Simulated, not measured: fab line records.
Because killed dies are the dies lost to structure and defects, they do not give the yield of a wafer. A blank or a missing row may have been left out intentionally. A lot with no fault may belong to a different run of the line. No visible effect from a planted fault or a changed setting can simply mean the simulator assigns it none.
Matching of chambers | flow nand harc | NHARC_A_STAIRCASE_DESCUM_186 on rie diel-04: 4 sister chambers
The step chemistry O2, time 3 s. 20 wafers are shown with their chamber, then 10 later ones without.

== WAFERS WITH THEIR CHAMBER ==
wafer  | chamber | showerhead plenum p Torr (Torr) | oes product au (a.u.) | throttle valve pct (%)
L075.1 | 0       | 1.87                            | 1.013                 | 11.324
L075.3 | 1       | 1.82                            | 1.017                 | 11.321
L075.5 | 0       | 1.87                            | 1.016                 | 11.313
L075.2 | 3       | 1.77                            | 0.999                 | 11.296
L075.4 | 2       | 1.96                            | 1.011                 | 11.322
L075.6 | 1       | 1.82                            | 1.014                 | 11.314
L076.2 | 1       | 1.82                            | 1.009                 | 11.309
L076.3 | 2       | 1.96                            | 1.013                 | 11.310
L076.5 | 0       | 1.87                            | 1.018                 | 11.301
L077.1 | 0       | 1.87                            | 1.015                 | 11.336
L077.2 | 1       | 1.82                            | 1.019                 | 11.308
L077.3 | 2       | 1.96                            | 1.016                 | 11.317
L077.4 | 3       | 1.77                            | 0.993                 | 11.310
L077.5 | 1       | 1.82                            | 1.017                 | 11.309
L077.6 | 2       | 1.96                            | 1.007                 | 11.322
L081.2 | 2       | 1.96                            | 0.998                 | 11.311
L081.4 | 3       | 1.77                            | 1.002                 | 11.303
L081.6 | 1       | 1.82                            | 1.017                 | 11.324
L084.2 | 1       | 1.82                            | 1.022                 | 11.324
L084.4 | 0       | 1.86                            | 1.011                 | 11.310

SIGNATURES, as means of the wafers listed above
reading                  | chamber 0 | chamber 1 | chamber 2 | chamber 3 | scatter within a chamber
showerhead plenum p Torr | 1.8680    | 1.8200    | 1.9600    | 1.7700    | 0.00224
oes product au           | 1.01460   | 1.01643   | 1.00900   | 0.99800   | 0.00478
throttle valve pct       | 11.31680  | 11.31557  | 11.31640  | 11.30300  | 0.00894
Rule: a wafer's distance from a chamber is the root of the sum, over the readings, of the square of ((its reading less the chamber's mean) divided by the reading's scatter). The wafer belongs to the nearest chamber; if the next one is less than 2 further off, it can't be placed. The scatter: the root of (the sum of the squares of (reading less its chamber's mean) over the shown wafers, divided by (wafers less chambers)).

== WAFERS WITHOUT THEIR CHAMBER ==
wafer  | showerhead plenum p Torr (Torr) | oes product au (a.u.) | throttle valve pct (%)
L084.5 | 1.86                            | 1.022                 | 11.303
L085.3 | 1.82                            | 1.014                 | 11.322
L085.4 | 1.96                            | 1.010                 | 11.302
L085.6 | 1.96                            | 1.015                 | 11.303
L086.2 | 1.95                            | 1.019                 | 11.309
L086.4 | 1.86                            | 0.992                 | 11.315
L086.5 | 2.07                            | 1.006                 | 11.303
L096.1 | 1.86                            | 1.015                 | 11.314
L096.3 | 1.81                            | 1.023                 | 11.322
L096.5 | 1.86                            | 0.995                 | 11.291

== EACH ONE'S CHAMBER ==
wafer  | from the rows above | in truth
L084.5 | 0                   | 0
L085.3 | 1                   | 1
L085.4 | 2                   | 2
L085.6 | 2                   | 2
L086.2 | 2                   | 2
L086.4 | 0                   | 0
L086.5 | 2                   | 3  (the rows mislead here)
L096.1 | 0                   | 0
L096.3 | 1                   | 1
L096.5 | 0                   | 0
Placed correctly: 9 of 10. Can't be placed from these rows: 0. Number placed wrongly: 1.
